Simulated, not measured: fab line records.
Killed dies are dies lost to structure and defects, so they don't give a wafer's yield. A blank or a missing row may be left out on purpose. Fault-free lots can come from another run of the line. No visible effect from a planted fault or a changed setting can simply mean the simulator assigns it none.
Chamber matching / flow nand_harc / NHARC_A_STAIRCASE_ETCH_444 on rie_diel-02 has 4 sister chambers
The step etches the open film in C4F8/O2, target depth 20400 nm, time 6800 s. 4 wafers are shown with their chamber, then 10 later ones without.

WAFERS, EACH WITH ITS CHAMBER
wafer=L082.6; chamber=2; rf_vpp_V (V)=816
wafer=L086.2; chamber=3; rf_vpp_V (V)=807
wafer=L083.1; chamber=0; rf_vpp_V (V)=800
wafer=L083.2; chamber=1; rf_vpp_V (V)=812

WAFERS MISSING THEIR CHAMBER
wafer=L083.3; rf_vpp_V (V)=815
wafer=L083.4; rf_vpp_V (V)=817
wafer=L083.6; rf_vpp_V (V)=811
wafer=L083.5; rf_vpp_V (V)=801
wafer=L090.1; rf_vpp_V (V)=806
wafer=L090.5; rf_vpp_V (V)=814
wafer=L090.6; rf_vpp_V (V)=806
wafer=L093.3; rf_vpp_V (V)=814
wafer=L093.4; rf_vpp_V (V)=798
wafer=L093.6; rf_vpp_V (V)=800

EACH ONE'S CHAMBER
wafer=L083.3; from the rows above=can't be placed: 2 or 1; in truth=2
wafer=L083.4; from the rows above=2; in truth=2
wafer=L083.6; from the rows above=1; in truth=1
wafer=L083.5; from the rows above=0; in truth=0
wafer=L090.1; from the rows above=3; in truth=3
wafer=L090.5; from the rows above=can't be placed: 1 or 2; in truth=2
wafer=L090.6; from the rows above=3; in truth=3
wafer=L093.3; from the rows above=can't be placed: 1 or 2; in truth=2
wafer=L093.4; from the rows above=0; in truth=0
wafer=L093.6; from the rows above=0; in truth=0
Correctly placed: 7 of 10. Cannot be placed on the basis of these rows: 3; the candidates contain the true chamber in 3. Placed wrongly: 0.
How it was worked out, from the rows above alone: a wafer's distance from a chamber is the root of the sum, over the readings, of the square of ((its reading less the chamber's mean) divided by the reading's scatter). The wafer belongs to the nearest chamber; if the next one is less than 2 further off, it can't be placed. A chamber's mean is the mean of its shown wafers. The scatter: with one shown wafer a chamber, the root of the mean of the squares of how far each hidden wafer lies from its nearest shown one.
